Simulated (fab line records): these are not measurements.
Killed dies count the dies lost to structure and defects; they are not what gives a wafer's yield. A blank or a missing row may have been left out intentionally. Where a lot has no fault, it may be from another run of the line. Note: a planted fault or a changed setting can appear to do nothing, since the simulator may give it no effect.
fab line records | flow n5Finfet | part 2 of 2: steps 25 to 33 of 33
[record] lots = 5 | wafers = 15 | lastDay = 15
route steps=1938 shown BEOL_M1@836 BEOL_M2@841
lots with no fault: from the same line, run without faults
startH: start of the lot's first displayed wafer, in hours after the record's first day | waitH: time in hours since the lot's previous step | " as in the row above | L1.1+2: one row covering several wafers at once | - value missing, or start not given | * or withheld: withheld | < > ~ a bound
route shown NAME@n: names a module that has steps shown in the file, with the first one's number in the route | usual: mean/standard deviation of fault-free wafers | same: alike in all rows | chamber/n: place in a boat | sites: each site's reading | _std_site: standard deviation across them | _edge_site: the outer-site mean with the inner-site mean subtracted | radiusMm: for every site, how far away it sits from the centre of the wafer | mask NAME#n: copy n | behind: the last tool/chamber to shape the wafer | hold: reason for holding the lot/hours on hold/outcome of the hold | device: the n, p or np transistor that did not switch | end of line: tests run on the same wafers once the route is complete | a step without rows: its recipe alone | killed: the dies lost at the first sort to structure and to defects; this is not the yield of the wafer | map: shows each die of a wafer: x if killed, . if not, _ if none is there
set.NAME: setting as actually run; set.NAME@STEP: the setting as run at that earlier step | model.NAME: the simulator's own value behind a step, which no gauge read
lots seen at some steps along the route; tables by step, rows by wafer
services: a tool's chamber out of use, with start hour (startH, from the record's first day; less than 0 if before it), hours out, and reason
[[steps]]
[step N5_BEOL_M2_ETCH_64]
[recipe] chemistry = N2/H2 | target = SOC | targetDepthA = 750 | overetchA = 225 | maskMaterial = SiARC | tempC = 40 | timeS = 121.9 | ionEnergyEv = 200 | pressureMtorr = 30 | sourceW = 840 | biasW = 150 | n2FlowSccm = 200 | h2FlowSccm = 200
[usual] drypumpMotorCurrentA = 5.7/0.42 | oesProductAu = 0.58/0.049 | rfVppV = 524.7/2 | showerheadPlenumPTorr = 2.57/0.063 | throttleValvePct = 17.71/0.2
lot.wafer | tool       | chamber | startH | waitH | drypumpMotorCurrentA | oesProductAu | rfHoursCounterH | rfVppV | showerheadPlenumPTorr | throttleValvePct
L075.1    | rieDiel-03 | 1       | 137.96 | 0.0   | 5.4                  | 0.59         | 125             | 524.6  | 2.56                  | 17.61
L075.3    | "          | 2       | "      | "     | 5.2                  | 0.59         | 153             | 523.5  | 2.53                  | 17.54
L075.6    | "          | 3       | "      | "     | 5.9                  | 0.51         | -               | 524.0  | 2.61                  | 17.86
L077.2    | rieDiel-01 | 1       | 145.85 | 0.0   | 5.1                  | 0.54         | 225             | 525.4  | 2.63                  | 17.84
L077.3    | "          | 3       | "      | "     | 6.2                  | 0.66         | 31              | 528.1  | 2.69                  | 17.45
L077.5    | "          | 2       | "      | "     | 4.8                  | 0.55         | -               | 520.1  | 2.44                  | 17.97
L082.3    | rieDiel-04 | 3       | 180.36 | 0.0   | 5.9                  | 0.55         | 208             | 525.9  | 2.61                  | 17.74
L082.4    | "          | 0       | "      | "     | 6.1                  | 0.57         | 172             | 525.0  | 2.53                  | 18.03
L082.5    | "          | 1       | "      | "     | 6.0                  | 0.64         | -               | 525.4  | 2.60                  | 17.87
L085.1    | rieDiel-04 | 3       | 211.34 | 0.0   | 5.9                  | 0.54         | 219             | 526.5  | 2.61                  | 17.74
L085.4    | "          | 1       | "      | "     | 6.0                  | 0.63         | -               | 524.3  | 2.59                  | 17.89
L085.5    | "          | 0       | "      | "     | 6.1                  | 0.57         | -               | 523.2  | 2.52                  | 18.05
L090.2    | rieDiel-01 | 0       | 228.51 | 0.0   | 5.8                  | 0.56         | 181             | 524.3  | 2.52                  | 17.72
L090.4    | "          | 2       | "      | "     | 4.8                  | 0.53         | -               | 519.7  | 2.43                  | 18.03
L090.6    | "          | 1       | "      | "     | 5.1                  | 0.52         | -               | 526.6  | 2.62                  | 17.91
[step N5_BEOL_M2_STRIP_65]
[recipe] chemistry = N2/H2 | tempC = 40 | n2FlowSccm = 200 | h2FlowSccm = 200 | rfFrequencyHz = 6e+07
lot.wafer  | tool       | chamber | startH | waitH
L075.1+3+6 | rieDiel-03 | 1,2,3   | 138.07 | 0.1
L077.2+3+5 | rieDiel-01 | 1,3,2   | 145.97 | 0.1
L082.3+4+5 | rieDiel-04 | 3,0,1   | 180.47 | 0.1
L085.1+4+5 | rieDiel-04 | 3,1,0   | 211.46 | 0.1
L090.2+4+6 | rieDiel-01 | 0,2,2   | 228.62 | 0.1
[step N5_BEOL_M2_STRIP_75]
[recipe] chemistry = N2/H2 | tempC = 40 | n2FlowSccm = 200 | h2FlowSccm = 200 | rfFrequencyHz = 6e+07
lot.wafer  | tool       | chamber | startH | waitH
L075.1+3+6 | rieDiel-03 | 1,2,3   | 138.08 | 0.0
L077.2+3+5 | rieDiel-01 | 1,3,2   | 145.98 | 0.0
L082.3+4+5 | rieDiel-04 | 3,0,1   | 180.48 | 0.0
L085.1+4+5 | rieDiel-04 | 3,1,0   | 211.47 | 0.0
L090.2+4+6 | rieDiel-01 | 0,2,2   | 228.64 | 0.0
[step N5_BEOL_M2_STRIP_66]
[recipe] chemistry = CF4 | resist = SiARC | powerW = 300 | biasPowerW = 75 | pressureMtorr = 50 | cf4FlowSccm = 150 | rfFrequencyHz = 6e+07
[usual] drypumpMotorCurrentA = 5.7/0.42 | oesProductAu = 0.76/0.063 | rfVppV = 271.4/1.3 | showerheadPlenumPTorr = 1.81/0.043 | throttleValvePct = 13.54/0.18
lot.wafer | tool       | chamber | startH | waitH | drypumpMotorCurrentA | oesProductAu | rfHoursCounterH | rfVppV | showerheadPlenumPTorr | throttleValvePct
L075.1    | rieDiel-03 | 1       | 138.09 | 0.0   | 5.4                  | 0.77         | 125             | 270.9  | 1.80                  | 13.37
L075.3    | "          | 2       | "      | "     | 5.2                  | 0.77         | 153             | 270.5  | 1.80                  | 13.48
L075.6    | "          | 3       | "      | "     | 5.9                  | 0.67         | -               | 273.4  | 1.85                  | 13.74
L077.2    | rieDiel-01 | 1       | 145.99 | 0.0   | 5.1                  | 0.70         | 225             | 271.1  | 1.84                  | 13.61
L077.3    | "          | 3       | "      | "     | 6.1                  | 0.86         | 31              | 272.7  | 1.90                  | 13.36
L077.5    | "          | 2       | "      | "     | 4.8                  | 0.72         | -               | 269.8  | 1.72                  | 13.66
L082.3    | rieDiel-04 | 3       | 180.49 | 0.0   | 6.0                  | 0.72         | 208             | 271.8  | 1.84                  | 13.64
L082.4    | "          | 0       | "      | "     | 6.1                  | 0.74         | 172             | 270.9  | 1.79                  | 13.85
L082.5    | "          | 1       | "      | "     | 6.0                  | 0.84         | -               | 270.6  | 1.80                  | 13.52
L085.1    | rieDiel-04 | 3       | 211.48 | 0.0   | 5.9                  | 0.70         | 220             | 274.5  | 1.84                  | 13.65
L085.4    | "          | 1       | "      | "     | 6.0                  | 0.83         | -               | 272.1  | 1.80                  | 13.54
L085.5    | "          | 0       | "      | "     | 6.1                  | 0.73         | -               | 270.9  | 1.78                  | 13.88
L090.2    | rieDiel-01 | 0       | 228.65 | 0.0   | 5.8                  | 0.73         | 181             | 270.8  | 1.78                  | 13.55
L090.4    | "          | 2       | "      | "     | 4.8                  | 0.70         | -               | 270.4  | 1.71                  | 13.74
L090.6    | "          | 2       | "      | "     | 4.8                  | 0.70         | -               | 269.6  | 1.71                  | 13.75
[step N5_BEOL_M2_HM_OPEN_17]
[recipe] chemistry = Cl2/BCl3 | targetDepthA = 200 | overetchA = 60 | target = TiN | maskMaterial = SOC | ionEnergyEv = 150 | pressureMtorr = 10 | icpW = 1000 | biasW = 126 | Cl2_flow_sccm = 53.25 | bcl3FlowSccm = 21.75 | Ar_flow_sccm = 25
[usual] drypumpMotorCurrentA = 5.8/0.42 | oesProductAu = 0.73/0.054 | throttleValvePct = 22.20/0.16
lot.wafer | tool        | chamber | startH | waitH | drypumpMotorCurrentA | oesProductAu | rfHoursCounterH | throttleValvePct
L075.1    | rieMetal-01 | 1       | 138.13 | 0.0   | 6.1                  | 0.67         | 35              | 22.14
L075.3    | "           | 1       | "      | "     | 6.1                  | 0.66         | -               | 22.15
L075.6    | "           | 1       | "      | "     | 6.1                  | 0.66         | -               | 22.11
L077.2    | rieMetal-01 | 0       | 146.03 | 0.0   | 5.3                  | 0.85         | 0               | 22.12
L077.3    | "           | 0       | "      | "     | 5.3                  | 0.86         | -               | 22.11
L077.5    | "           | 1       | "      | "     | 6.0                  | 0.66         | -               | 22.16
L082.3    | rieMetal-03 | 0       | 180.57 | 0.1   | 5.4                  | 0.78         | -               | 21.85
L082.4    | "           | 1       | "      | "     | 4.9                  | 0.79         | -               | 22.07
L082.5    | "           | 0       | "      | "     | 5.4                  | 0.77         | -               | 21.85
L085.1    | rieMetal-01 | 0       | 211.53 | 0.0   | 5.3                  | 0.79         | 5               | 22.11
L085.4    | "           | 1       | "      | "     | 6.0                  | 0.66         | -               | 22.13
L085.5    | "           | 1       | "      | "     | 6.0                  | 0.65         | -               | 22.14
L090.2    | rieMetal-02 | 1       | 228.70 | 0.0   | 6.2                  | 0.75         | 11              | 22.46
L090.4    | "           | 0       | "      | "     | 6.1                  | 0.74         | -               | 22.28
L090.6    | "           | 1       | "      | "     | 6.2                  | 0.74         | -               | 22.48
[step N5_BEOL_M2_STRIP_19]
[recipe] chemistry = O2 | powerW = 400 | tempC = 40 | pressureMtorr = 30 | rfFrequencyHz = 6e+07 | biasPowerW = 0 | overashFraction = 0.2 | o2FlowSccm = 225
[usual] drypumpMotorCurrentA = 5.7/0.42 | oesProductAu = 0.77/0.074 | rfVppV = 3.6/0.5 | showerheadPlenumPTorr = 2.12/0.053 | throttleValvePct = 16.69/0.22
lot.wafer | tool       | chamber | startH | waitH | drypumpMotorCurrentA | oesProductAu | rfHoursCounterH | rfVppV | showerheadPlenumPTorr | throttleValvePct
L075.1    | rieDiel-04 | 0       | 138.41 | 0.2   | 6.1                  | 0.75         | 157             | 3.4    | 2.11                  | 16.97
L075.3    | "          | 3       | "      | "     | 5.9                  | 0.72         | 192             | 4.7    | 2.18                  | 16.69
L075.6    | "          | 0       | "      | "     | 6.1                  | 0.76         | -               | 3.0    | 2.11                  | 16.97
L077.2    | rieDiel-03 | 0       | 146.14 | 0.1   | 5.3                  | 0.82         | 94              | 3.6    | 2.21                  | 16.46
L077.3    | "          | 2       | "      | "     | 5.2                  | 0.78         | 156             | 4.1    | 2.09                  | 16.52
L077.5    | "          | 2       | "      | "     | 5.2                  | 0.79         | -               | 3.3    | 2.09                  | 16.49
L082.3    | rieDiel-01 | 0       | 180.84 | 0.2   | 5.8                  | 0.77         | 161             | 3.0    | 2.11                  | 16.63
L082.4    | "          | 2       | "      | "     | 4.8                  | 0.72         | 179             | 3.7    | 2.01                  | 16.83
L082.5    | "          | 0       | "      | "     | 5.8                  | 0.77         | -               | 3.2    | 2.11                  | 16.64
L085.1    | rieDiel-04 | 3       | 211.75 | 0.2   | 6.0                  | 0.71         | 220             | 2.7    | 2.17                  | 16.76
L085.4    | "          | 0       | "      | "     | 6.0                  | 0.74         | -               | 3.3    | 2.10                  | 17.02
L085.5    | "          | 3       | "      | "     | 6.0                  | 0.71         | -               | 3.9    | 2.17                  | 16.78
L090.2    | rieDiel-03 | 0       | 228.88 | 0.1   | 5.3                  | 0.78         | 120             | 3.6    | 2.21                  | 16.49
L090.4    | "          | 3       | "      | "     | 5.9                  | 0.94         | 6               | 4.1    | 2.17                  | 16.43
L090.6    | "          | 0       | "      | "     | 5.3                  | 0.78         | -               | 3.6    | 2.21                  | 16.50
[step N5_BEOL_M2_CD_MEAS_18]
[recipe] pitchNm = 36 | targetCdNm = 18
[usual] cdNm = 18.00/0.3
lot.wafer | tool     | chamber | startH | waitH | cdNm
L075.1    | cdSem-03 | -       | 138.48 | 0.0   | 17.74
L075.3    | "        | -       | "      | "     | 17.93
L075.6    | "        | -       | "      | "     | 17.83
L077.2    | cdSem-02 | -       | 146.21 | 0.1   | 18.20
L077.3    | "        | -       | "      | "     | 17.95
L077.5    | "        | -       | "      | "     | 17.96
L082.3    | cdSem-03 | -       | 180.92 | 0.1   | 18.28
L082.4    | "        | -       | "      | "     | 17.69
L082.5    | "        | -       | "      | "     | 17.86
L085.1    | cdSem-03 | -       | 211.82 | 0.0   | 17.92
L085.4    | "        | -       | "      | "     | 17.81
L085.5    | "        | -       | "      | "     | 17.81
L090.2    | cdSem-03 | -       | 228.95 | 0.1   | 18.30
L090.4    | "        | -       | "      | "     | 17.93
L090.6    | "        | -       | "      | "     | 18.10
[step N5_BEOL_M2_COAT_67]
[recipe] resist = SOC | tempC = 250 | timeS = 60 | spinRpm = 1500 | resistThkNm = 60
lot.wafer  | tool          | chamber | startH | waitH
L075.1+3+6 | lithoTrack-01 | 0       | 138.51 | 0.0
L077.2+3+5 | lithoTrack-03 | 0       | 146.25 | 0.0
L082.3+4+5 | lithoTrack-02 | 0       | 180.95 | 0.0
L085.1+4+5 | lithoTrack-01 | 0       | 211.86 | 0.0
L090.2+4+6 | lithoTrack-02 | 0       | 228.98 | 0.0
[step N5_BEOL_M2_COAT_68]
[recipe] resist = SiARC | tempC = 220 | timeS = 60 | spinRpm = 1500 | resistThkNm = 12
lot.wafer  | tool          | chamber | startH | waitH
L075.1+3+6 | lithoTrack-01 | 0       | -      | -
L077.2+3+5 | lithoTrack-03 | 0       | -      | -
L082.3+4+5 | lithoTrack-02 | 0       | -      | -
L085.1+4+5 | lithoTrack-01 | 0       | -      | -
L090.2+4+6 | lithoTrack-02 | 0       | -      | -
[[services]]
tool          | chamber | startH | hours | kind
rieDiel-01    | 0       | 112.49 | 8.4   | repair
cvdCo-02      | -       | 116.36 | 0.9   | repair
pecvd-04      | -       | 125.98 | 2.8   | pm
euvScanner-01 | -       | 127.62 | 1.0   | pm
lithoTrack-03 | -       | 147.44 | -     | consumableReplace:filter
rieDiel-03    | -       | 150.21 | 4.3   | pm
euvScanner-02 | -       | 150.75 | 1.0   | pm
rieDiel-04    | 1       | 161.52 | 5.3   | repair
cvdCo-02      | 2       | 166.16 | 9.0   | repair
pecvd-04      | 0       | 178.14 | 6.4   | repair
rieDiel-03    | 3       | 180.27 | -     | clean
pecvd-02      | -       | 181.06 | 0.7   | repair
euvScanner-01 | -       | 183.77 | 1.0   | pm
rieMetal-03   | -       | 186.42 | 2.8   | pm
rieMetal-01   | -       | 189.92 | 0.2   | repair
pecvd-01      | -       | 191.71 | 0.4   | repair
rieDiel-01    | 3       | 191.98 | 14.3  | repair
euvScanner-01 | -       | 198.35 | 8.8   | repair
euvScanner-02 | -       | 207.18 | 1.0   | pm
rieDiel-04    | 2       | 210.28 | -     | clean
rieDiel-04    | 2       | 210.28 | -     | consumableReplace:focusRing
rieDiel-04    | 2       | 210.28 | 22.0  | scheduledDown
rieDiel-04    | 2       | 210.28 | 22.0  | ventCycle
rieDiel-03    | -       | 211.67 | 1.7   | repair
